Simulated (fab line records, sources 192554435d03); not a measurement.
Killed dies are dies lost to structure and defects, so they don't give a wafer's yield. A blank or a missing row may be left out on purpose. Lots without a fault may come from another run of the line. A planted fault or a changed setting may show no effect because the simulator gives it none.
Split-lot experiment | flow n5_finfet | 7 lots, 21 wafers read, on a route of 1938 steps

THE SPLIT
At N5_MOL_CONTACT_COAG_VIA_ETCH_117 (etches SiO2 in C4F6/O2, target depth 40 nm, overetch 8 nm, time 26 s), the setting bias_w was moved away from the recipe's 455 W on 5 of the 21 wafers read, by -8.4% to +8.8%. The other wafers ran this setting at the recipe's value.

The reading is taken at the split's own step.

THE READING
rf_vpp_V, in V, at N5_MOL_CONTACT_COAG_VIA_ETCH_117 (etches SiO2 in C4F6/O2, target depth 40 nm, overetch 8 nm, time 26 s). Fault-free wafers of this fab line usually give 1576 V, standard deviation 10 V.

wafer  | tool, chamber at the split | bias_w as run, W | against the recipe | rf_vpp_V, V | against lot-mates on the recipe
L075.2 | rie_diel-06, 3             | 455              | recipe             | 1578        | -
L075.5 | rie_diel-06, 2             | 455              | recipe             | 1570        | -
L075.6 | rie_diel-06, 1             | 455              | recipe             | 1561        | -
L076.2 | rie_diel-01, 3             | 455              | recipe             | 1567        | -
L076.4 | rie_diel-01, 2             | 495              | +8.8%              | 1690        | +123
L076.6 | rie_diel-01, 0             | 495              | +8.8%              | 1684        | +117
L084.3 | rie_diel-06, 1             | 455              | recipe             | 1558        | -
L084.4 | rie_diel-06, 0             | 455              | recipe             | 1592        | -
L084.5 | rie_diel-06, 3             | 478.1            | +5.1%              | 1638        | +63
L088.3 | rie_diel-04, 3             | 455              | recipe             | 1584        | -
L088.4 | rie_diel-04, 0             | 455              | recipe             | 1574        | -
L088.5 | rie_diel-04, 3             | 455              | recipe             | 1583        | -
L091.3 | rie_diel-04, 2             | 455              | recipe             | 1590        | -
L091.5 | rie_diel-04, 3             | 455              | recipe             | 1582        | -
L091.6 | rie_diel-04, 2             | 455              | recipe             | 1590        | -
L093.2 | rie_diel-06, 0             | 416.7            | -8.4%              | 1488        | -90
L093.3 | rie_diel-06, 3             | 455              | recipe             | 1578        | -
L093.4 | rie_diel-06, 2             | 416.7            | -8.4%              | 1468        | -110
L095.2 | rie_diel-01, 1             | 455              | recipe             | 1561        | -
L095.3 | rie_diel-01, 3             | 455              | recipe             | 1568        | -
L095.5 | rie_diel-01, 3             | 455              | recipe             | 1568        | -

THE FIT
A straight line over all 21 wafers: rf_vpp_V changes by +12.2 V for each +1% of bias_w; r = +0.98; the points scatter about the line by 11 V.
The same after taking each lot's own level away (the mean of its wafers on the recipe; 21 wafers): +12.7 V for each +1%; r = +0.99; scatter 8.2 V.
On that fit, the largest move of bias_w shifts the reading by 1.1e+02 V.
The lots' own levels span 1565.7 to 1587.3 V, that is 2.2 times the standard deviation above.
So the lot-to-lot level changes the slope little: the two slopes agree.
Check: with one of the wafers moved furthest among these (+8.8%) left out of the fit, the line predicts +110 V for it against its lot-mates. It came out at +123 V against them.
Tool readings at the split's step, against how far the setting was moved: rf_vpp_V r = +0.98.

OTHER SPLITS ON THESE WAFERS
These wafers also went through other splits before the reading. Each is held against what the fit with the lots' levels taken away leaves over:
other split on the same wafers         | wafers away from the commonest value | r with rf_vpp_V (lot level and that fit taken away)
N5_HKMG_FIN_EXPOSE_46 dose_mj          | 5                                    | -0.03
N5_HKMG_FIN_ETCH_55 time_s             | 8                                    | +0.13
N5_GATE_CUT_ETCH_58 bias_w             | 6                                    | -0.13
N5_MOL_CONTACT_COAG_ETCH_15 source_w   | 9                                    | -0.29
N5_MOL_CONTACT_COAG_VIA_ETCH_46 bias_w | 5                                    | +0.26
N5_MOL_CONTACT_COAG_COAT_63 spin_rpm   | 5                                    | +0.04
N5_MOL_CONTACT_COAG_ALD_133 ald_cycles | 6                                    | -0.23

THE FILE'S OWN FIT
rf_vpp_V changes by +12.7 V for each +1% of bias_w, r = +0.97.
